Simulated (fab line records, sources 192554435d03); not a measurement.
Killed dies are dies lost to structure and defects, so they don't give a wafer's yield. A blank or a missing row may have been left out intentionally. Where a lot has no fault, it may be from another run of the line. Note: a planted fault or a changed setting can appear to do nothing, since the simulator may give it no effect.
Split-lot study ; flow n5_finfet ; on a route of 1938 steps: 7 lots, 21 wafers read

== THE SPLIT ITSELF ==
At N5_PASSIVATION_ETCH_54 (etches SiO2 in CHF3/O2, target depth 880 nm, time 440 s), the setting bias_w was moved away from the recipe's 170 W on 9 of the 21 wafers read, by -16.2% to +13.4%. The other wafers ran this setting at the recipe's value.

The split's own step is where the reading is taken.

== THE READING ==
rf_vpp_V, in V, at N5_PASSIVATION_ETCH_54 (etches SiO2 in CHF3/O2, target depth 880 nm, time 440 s). A value of 520 V with a standard deviation of 15 V is what fault-free wafers of this fab line usually give.

wafer;tool, chamber at the split;bias_w as run, W;against the recipe;rf_vpp_V, V;against lot-mates on the recipe
L076.3;rie_diel-06, 0;170;recipe;506;-
L076.4;rie_diel-06, 3;142.4;-16.2%;437;-69
L076.5;rie_diel-06, 3;170;recipe;506;-
L079.1;rie_diel-04, 0;151.3;-11.0%;465;-49
L079.3;rie_diel-04, 2;170;recipe;514;-
L079.5;rie_diel-04, 3;151.3;-11.0%;462;-52
L084.1;rie_diel-06, 2;170;recipe;521;-
L084.2;rie_diel-06, 3;170;recipe;505;-
L084.4;rie_diel-06, 0;170;recipe;541;-
L086.2;rie_diel-04, 3;154.9;-8.9%;470;-39
L086.3;rie_diel-04, 0;170;recipe;509;-
L086.6;rie_diel-04, 3;154.9;-8.9%;470;-39
L085.2;rie_diel-01, 3;170;recipe;530;-
L085.3;rie_diel-01, 1;170;recipe;533;-
L085.4;rie_diel-01, 2;161.5;-5.0%;481;-50
L089.1;rie_diel-06, 3;170;recipe;507;-
L089.3;rie_diel-06, 1;192.7;+13.4%;558;+44
L089.5;rie_diel-06, 2;170;recipe;521;-
L092.1;rie_diel-04, 0;177.9;+4.6%;526;+13
L092.3;rie_diel-04, 2;170;recipe;513;-
L092.4;rie_diel-04, 3;177.9;+4.6%;524;+11

FIT RESULTS
A straight line over all 21 wafers: rf_vpp_V changes by +4.34 V for each +1% of bias_w; r = +0.93; the points scatter about the line by 11 V.
The same after taking each lot's own level away (the mean of its wafers on the recipe; 21 wafers): +4.11 V for each +1%; r = +0.95; scatter 9.4 V.
The reading moves by 67 V for the largest change in bias_w, on that fit.
Measured against the standard deviation above, the lots' own levels, which go from 506.0 to 531.5 V, span 1.7 times it.
The two slopes are in agreement: the lot-to-lot level therefore moves the slope only a little.
Check: -70.8 V against its lot-mates is what the line predicts for one of the wafers moved furthest among these (-16.2%) when that wafer is left out of the fit. It came out at -69 V against them.
Tool readings at the split's step, against how far the setting was moved: rf_vpp_V r = +0.93.

== FURTHER SPLITS ON THESE WAFERS ==
Note: prior to the reading, these wafers also went through further splits. Each is held against what the fit with the lots' levels taken away leaves over:
other split on the same wafers;wafers away from the commonest value;r with rf_vpp_V (lot level and that fit taken away)
N5_BEOL_M15_TRENCH_ETCH_34 time_s;9;-0.08

== FILE'S OWN FIT ==
rf_vpp_V changes by +4.24 V for each +1% of bias_w, r = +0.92.
